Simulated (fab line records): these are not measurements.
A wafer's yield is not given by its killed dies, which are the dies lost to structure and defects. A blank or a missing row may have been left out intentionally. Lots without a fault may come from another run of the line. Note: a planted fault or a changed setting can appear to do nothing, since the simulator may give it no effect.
A struck lot beside a sound one + flow nand-harc + 13 out of 1302 route steps
Sound: the wafers L607.1, L607.3, L607.4. Struck: wafer L615.3. (L615.1, L615.5 of the same lot were not struck and are left out.) The cause comes at the end.
Order at every step that has rows: each side's tool, ch and its chambers, its first start. Under that, the readings that differ: sound wafers + struck wafers + difference of the means + sigmas: that difference in standard deviations of wafers without a fault.
alike: a reading whose means differ by less than 2 such deviations, as well as words and numbers matching on both sides. not compared: withheld readings; readings where some wafer has no value; bounds like >300 that might hide an equal value; numbers whose values overlap and for which the record gives no deviation.
Wherever a step has rows on one side only, a row that says differs or no value, or a row with sigmas, the two part there. Non-overlapping numbers with no deviation appear without sigmas and do not part them. Lack of a reading on every wafer of one side parts them only where that side has two or more wafers.

NHARC_A_SLIT_ETCH_29: etches the open film in CF4/O2, target depth 100 nm, overetch 10 nm, time 55 s.
  sound on rie-diel-07 ch 0,2,3, day 22 14:44; struck on rie-diel-07 ch 2, day 25 22:53
| reading                | sound             | struck | difference | sigmas |
|------------------------|-------------------|--------|------------|--------|
| rf-hours-counter-h (h) | 3 2 3             | 8      | +5         |        |
| rf-vpp-V (V)           | 198.9 197.1 197.8 | 200.2  | +2.3       | +2     |
  alike: bias-w, cf4-flow-sccm, drypump-motor-current-A, oes_ar_750_au, oes-product-au, showerhead-plenum-p-Torr, throttle-valve-pct
NHARC_A_SLIT_STRIP_18: strips in O2.
  sound on rie-diel-07 ch 0,2,3; struck on rie-diel-07 ch 3
| reading                | sound | struck | difference | sigmas |
|------------------------|-------|--------|------------|--------|
| rf-hours-counter-h (h) | 2 3 3 | 8      | +5         |        |
  alike: drypump-motor-current-A, oes-product-au, rf-vpp-V, showerhead-plenum-p-Torr, throttle-valve-pct
then, 2 steps without rows for these wafers: NHARC_A_SLIT_PRECLEAN_19 (cleans in SC1); NHARC_A_SLIT_SRD_20.
NHARC_A_SLIT_CD_MEAS_21:
  struck on cd-sem-01, day 25 23:25; sound on cd-sem-02, day 22 15:16
  alike: cd-nm
then, 3 steps without rows for these wafers: NHARC_A_SIN_REMOVE_WET_00 (chemistry H3PO4, time 15300 s); NHARC_A_SIN_REMOVE_PRECLEAN_01 (cleans in SC1); NHARC_A_SIN_REMOVE_SRD_02.
NHARC_A_SIN_REMOVE_INSPECT_04:
  struck on defect-inspect-02, day 26 05:13; sound on defect-inspect-02, day 22 21:53
  alike: raw-defect-count
NHARC_A_WL_FILL_ALD_00: deposits Al2O3, target thk 3 nm, pulse time 3 s, ald cycles 30.
  sound on ald-hk-03 ch 0,1,3, day 22 21:59; struck on ald-hk-02 ch 0, day 26 05:17
| reading            | sound       | struck | difference | sigmas |
|--------------------|-------------|--------|------------|--------|
| heater-power-w (W) | 492 420 489 | 547    | +80        | +2     |
  alike: heater-power-outer-w, precursor-pulse-height-rel
  not compared: ald-cycles
NHARC_A_WL_FILL_RTA_01: time 5 s.
  sound on rtp-anneal-02 ch 0, day 22 22:13; struck on rtp-anneal-01 ch 0, day 26 05:32
| reading            | sound    | struck | difference | sigmas |
|--------------------|----------|--------|------------|--------|
| lamp-power-pct (%) | 35 35 35 | 27     | -8         | -2     |
  alike: wafer_temp_C_max
NHARC_A_WL_FILL_ALD_02: deposits TiN, target thk 2 nm, pulse time 3 s, ald cycles 100.
  sound on ald-metal-04 ch 0,1,3, day 22 22:26; struck on ald-metal-04 ch 0, day 26 05:47
| reading    | sound       | struck | difference | sigmas |
|------------|-------------|--------|------------|--------|
| ald-cycles | 100 100 100 | 103    | +3         |        |
  alike: heater-power-outer-w, heater-power-w, precursor-pulse-height-rel
NHARC_END_SORT_01:
  the record has rows for the sound wafers here (prober-01 ch 0, day 26 22:57) and none for the struck ones

== WHERE THEY PART ==
Last at NHARC_END_SORT_01 as far as this record goes, first at NHARC_A_SLIT_ETCH_29.

WHY: the cause the simulator had injected
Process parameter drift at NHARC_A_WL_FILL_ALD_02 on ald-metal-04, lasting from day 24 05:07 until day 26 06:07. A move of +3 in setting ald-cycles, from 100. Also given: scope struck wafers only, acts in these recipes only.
